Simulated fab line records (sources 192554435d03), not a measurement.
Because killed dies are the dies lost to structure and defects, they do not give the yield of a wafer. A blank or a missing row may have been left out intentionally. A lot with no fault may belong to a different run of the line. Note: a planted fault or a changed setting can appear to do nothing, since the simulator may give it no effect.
Which tool is to blame? | flow n5 finfet | 8 lots with 24 wafers sampled at 9 steps, on a route of 1938 steps

== WHAT THE GAUGES SHOWED, per wafer ==
N5_DUMMY_GATE_OVL_MEAS_16.
lot  | measured    | on         | GATE_OVL (nm)
L171 | day 3 04:05 | overlay-02 | 0.9 -0.4 0.5
L173 | day 3 16:37 | overlay-01 | -0.4 1.0 -0.2
L176 | day 4 10:07 | overlay-02 | 0.6 -0.2 0.5
L179 | day 5 09:02 | overlay-02 | 0.0 -0.9 -0.1
L188 | day 7 10:22 | overlay-01 | 0.8 0.5 1.7
L190 | day 7 22:41 | overlay-01 | -0.8 0.2 1.0
L191 | day 8 03:58 | overlay-01 | -0.4 0.5 0.6
L192 | day 8 18:52 | overlay-01 | -1.0 -0.5 -1.3

N5_SPACER0_INSPECT_04: inspects for defects (darkfield).
lot  | measured    | on                | raw defect count
L171 | day 3 05:59 | defect inspect-02 | 178 147 285
L173 | day 3 18:37 | defect inspect-02 | 177 154 111
L176 | day 4 13:38 | defect inspect-01 | 120 154 126
L179 | day 5 10:52 | defect inspect-02 | 235 154 180
L188 | day 7 13:28 | defect inspect-02 | 530 513 499
L190 | day 8 00:49 | defect inspect-02 | 528 568 513
L191 | day 8 06:53 | defect inspect-02 | 156 151 148
L192 | day 8 21:10 | defect inspect-01 | 137 169 128

N5_SD_EPI_N_INSPECT_11: inspects for defects (macro).
lot  | measured    | on                | raw defect count
L171 | day 3 06:26 | defect inspect-02 | 2 1 1
L173 | day 3 19:04 | defect inspect-02 | 1 3 1
L176 | day 4 14:05 | defect inspect-01 | 6 1 1
L179 | day 5 11:12 | defect inspect-01 | 4 1 0
L188 | day 7 13:47 | defect inspect-02 | >300 >300 >300
L190 | day 8 01:16 | defect inspect-01 | >300 >300 >300
L191 | day 8 07:13 | defect inspect-02 | 2 0 4
L192 | day 8 21:37 | defect inspect-02 | 1 2 1

N5_SD_EPI_N_INSPECT_26: inspects for defects (darkfield).
lot  | measured    | on                | raw defect count
L171 | day 3 10:55 | defect inspect-01 | 240 149 284
L173 | day 3 23:06 | defect inspect-01 | 194 195 142
L176 | day 4 19:11 | defect inspect-02 | 185 262 190
L179 | day 5 15:58 | defect inspect-02 | 314 207 229
L188 | day 7 18:06 | defect inspect-02 | 590 563 536
L190 | day 8 06:00 | defect inspect-02 | 575 616 565
L191 | day 8 12:19 | defect inspect-01 | 202 189 153
L192 | day 9 01:58 | defect inspect-02 | 227 258 215

N5_SD_EPI_P_INSPECT_26: inspects for defects (darkfield).
lot  | measured    | on                | raw defect count
L171 | day 3 15:10 | defect inspect-01 | 174 140 218
L173 | day 4 03:54 | defect inspect-01 | 166 151 139
L176 | day 5 00:13 | defect inspect-01 | 149 216 191
L179 | day 5 20:13 | defect inspect-02 | 235 180 203
L188 | day 7 23:08 | defect inspect-02 | 581 516 519
L190 | day 8 10:55 | defect inspect-02 | 537 629 568
L191 | day 8 16:31 | defect inspect-01 | 147 156 159
L192 | day 9 06:10 | defect inspect-02 | 174 161 153

N5_BEOL_M4_RC_MEAS_101.
lot  | measured     | on        | DIBL_N (mV/V)  | DIBL_P (mV/V)  | IOFF_N (nA/um)    | IOFF_P (nA/um)    | ION_N (uA/um) | ION_P (uA/um) | SS_N (mV/dec)  | SS_P (mV/dec)  | VT_N (mV)   | VT_P (mV)
L171 | day 11 02:30 | prober-01 | 37.5 38.0 35.9 | 35.6 37.8 35.0 | 0.165 0.195 0.141 | 0.191 0.236 0.187 | 659 665 644   | 444 447 442   | 72.8 72.9 72.0 | 73.9 74.3 72.9 | 253 246 253 | -255 -248 -253
L173 | day 10 23:08 | prober-02 | 36.3 35.5 35.1 | 39.2 38.0 37.0 | 0.181 0.148 0.158 | 0.208 0.189 0.186 | 679 659 675   | 459 453 458   | 71.7 72.0 71.8 | 73.6 73.9 72.7 | 248 249 252 | -252 -253 -253
L176 | day 11 20:26 | prober-02 | 34.8 35.6 34.6 | 34.4 35.2 33.4 | 0.118 0.126 0.110 | 0.165 0.167 0.152 | 659 649 638   | 450 448 445   | 70.4 71.1 70.9 | 72.9 72.2 72.4 | 254 254 257 | -255 -256 -259
L179 | day 12 13:01 | prober-01 | 34.5 33.9 35.6 | 36.0 34.6 36.7 | 0.148 0.136 0.175 | 0.217 0.202 0.238 | 665 660 671   | 464 463 462   | 71.5 70.9 71.9 | 73.9 72.9 73.8 | 250 251 247 | -247 -250 -246
L188 | day 14 15:12 | prober-02 | 36.4 35.6 38.0 | 34.8 34.5 37.2 | 0.156 0.137 0.190 | 0.168 0.160 0.194 | 648 665 679   | 436 450 455   | 72.4 71.5 72.3 | 73.4 73.4 74.3 | 254 251 248 | -253 -254 -253
L190 | day 15 02:43 | prober-01 | 33.6 33.7 33.3 | 33.6 32.3 32.0 | 0.139 0.123 0.122 | 0.173 0.147 0.149 | 664 652 652   | 454 452 445   | 70.7 70.9 70.9 | 72.6 71.9 72.5 | 250 254 251 | -253 -257 -256
L191 | day 15 08:19 | prober-01 | 34.3 36.6 34.5 | 34.8 37.6 35.9 | 0.117 0.153 0.129 | 0.170 0.217 0.184 | 668 666 674   | 463 458 463   | 70.9 71.9 71.3 | 73.4 73.2 73.1 | 255 253 252 | -253 -251 -253
L192 | day 15 11:44 | prober-02 | 37.6 36.5 36.8 | 35.2 35.3 36.0 | 0.177 0.159 0.167 | 0.217 0.212 0.225 | 680 669 679   | 463 461 464   | 71.3 70.4 71.2 | 73.9 72.7 73.7 | 248 250 250 | -248 -250 -252

== EACH LOT AND THE TOOL THAT RAN IT (in order: tool; ch and the chambers of the sampled wafers; start) ==
lot  | N5_DUMMY_GATE_ETCH_29             | N5_DUMMY_GATE_ETCH_44           | N5_SPACER0_ALD_00
L171 | rie diel-06 ch 1,2, day 3 04:15   | rie si-02 ch 0,1,2, day 3 04:56 | ald sin-04 ch 1,3, day 3 05:34
L173 | rie diel-06 ch 1,3, day 3 16:46   | rie si-06 ch 1,2,3, day 3 17:28 | ald sin-02 ch 1,2,3, day 3 18:12
L176 | rie diel-06 ch 1,3, day 4 10:22   | rie si-06 ch 0,1,2, day 4 11:15 | ald sin-01 ch 0,3, day 4 13:14
L179 | rie diel-05 ch 0,2, day 5 09:11   | rie si-06 ch 0,1, day 5 09:52   | ald sin-04 ch 1,2,3, day 5 10:27
L188 | rie diel-02 ch 0,1, day 7 10:43   | rie si-06 ch 0,3, day 7 11:24   | ald sin-04 ch 1,2, day 7 13:03
L190 | rie diel-06 ch 1,2,3, day 7 22:55 | rie si-06 ch 0,3, day 7 23:38   | ald sin-04 ch 2,3, day 8 00:20
L191 | rie diel-05 ch 0,1, day 8 04:50   | rie si-02 ch 0,1,2, day 8 05:41 | ald sin-02 ch 0,2,3, day 8 06:28
L192 | rie diel-05 ch 1,3, day 8 19:01   | rie si-02 ch 1,2, day 8 19:45   | ald sin-02 ch 1,2,3, day 8 20:44
- N5_DUMMY_GATE_ETCH_29: etches underlayer in N2/H2, target depth 13 nm.
- N5_DUMMY_GATE_ETCH_44: etches poly-Si in HBr/O2, stops on SiO2, target depth 127.5 nm.
- N5_SPACER0_ALD_00: deposits SiOCN, target thk 3.5 nm, pulse time 3 s, purge time 2 s.

== AS READ BY THE TOOLS THEMSELVES (means over the sampled wafers that have a number; for cases with no such wafer, the mark the record gives instead) ==
N5_DUMMY_GATE_ETCH_29.
lot  | tool        | drypump motor current A (A) | n2 flow sccm (sccm) | oes product au (a.u.) | rf vpp V (V) | showerhead plenum p Torr (Torr) | throttle valve pct (%)
L171 | rie diel-06 | 6.2                         | 199.5               | 0.71                  | 525.3        | 2.59                            | 18.25
L173 | rie diel-06 | 6.3                         | 200.0               | 0.78                  | 523.8        | 2.49                            | 18.09
L176 | rie diel-06 | 6.3                         | 200.2               | 0.77                  | 522.0        | 2.49                            | 18.10
L179 | rie diel-05 | 5.9                         | 200.5               | 0.74                  | 524.6        | 2.55                            | 18.20
L188 | rie diel-02 | 6.4                         | 200.0               | 0.85                  | 527.1        | 2.68                            | 17.82
L190 | rie diel-06 | 6.2                         | 200.0               | 0.81                  | 523.2        | 2.51                            | 18.04
L191 | rie diel-05 | 5.7                         | 200.1               | 0.69                  | 523.6        | 2.54                            | 18.14
L192 | rie diel-05 | 5.4                         | 200.0               | 0.69                  | 524.7        | 2.60                            | 17.95

N5_DUMMY_GATE_ETCH_44.
lot  | tool      | drypump motor current A (A) | oes product au (a.u.) | throttle valve pct (%)
L171 | rie si-02 | 5.8                         | 0.724                 | 18.43
L173 | rie si-06 | 5.9                         | 0.718                 | 18.52
L176 | rie si-06 | 5.6                         | 0.723                 | 18.55
L179 | rie si-06 | 5.5                         | 0.727                 | 18.73
L188 | rie si-06 | 5.7                         | 0.725                 | 18.66
L190 | rie si-06 | 5.7                         | 0.722                 | 18.66
L191 | rie si-02 | 5.8                         | 0.738                 | 18.44
L192 | rie si-02 | 6.1                         | 0.733                 | 18.44

N5_SPACER0_ALD_00.
lot  | tool       | heater power outer w (W) | heater power w (W) | precursor pulse height rel
L171 | ald sin-04 | 477                      | 816                | 1.009
L173 | ald sin-02 | 510                      | 832                | 1.000
L176 | ald sin-01 | 636                      | 1006               | 0.974
L179 | ald sin-04 | 521                      | 891                | 0.993
L188 | ald sin-04 | 543                      | 933                | 0.979
L190 | ald sin-04 | 550                      | 915                | 1.010
L191 | ald sin-02 | 473                      | 820                | 0.991
L192 | ald sin-02 | 509                      | 844                | 0.990

== THE ANSWER, worked out from the rows above alone ==
Rule: what is usual is taken from the lots themselves. Put in order of their means at a reading, lots are off if they are a third of the lots or fewer, leave a main group of 4 or more, and stand apart from it by a gap of 3 or more times the standard deviation of the main group's means; of several such gaps the widest counts. The tables above print the reading to a certain number of digits; a main group whose means all agree to those digits is not used. A lot without any number at a reading at which 4 lots or more have one is off too. The other lots that the step has rows for count as sound. After the gauges, taken in route order, come the tools' own readings; for these a lot's mean is taken, as printed above. At the first step where some lot is off, the reading lying furthest off is the one used; lots without a number count as furthest.
Off at N5_SPACER0_INSPECT_04 (raw defect count): L188, L190. Main group: mean 162, sd 26.
A tool fits if, at a process step before that reading, it ran every lot that is off, and no sound lot after the first of them. Those tools and the gauges at N5_SPACER0_INSPECT_04 are tried in the same way. 2 tools fit, rie si-06 at N5_DUMMY_GATE_ETCH_44 and ald sin-04 at N5_SPACER0_ALD_00, so this cannot tell which one it is.

== WHAT THE SIMULATOR HAD PUT IN ==
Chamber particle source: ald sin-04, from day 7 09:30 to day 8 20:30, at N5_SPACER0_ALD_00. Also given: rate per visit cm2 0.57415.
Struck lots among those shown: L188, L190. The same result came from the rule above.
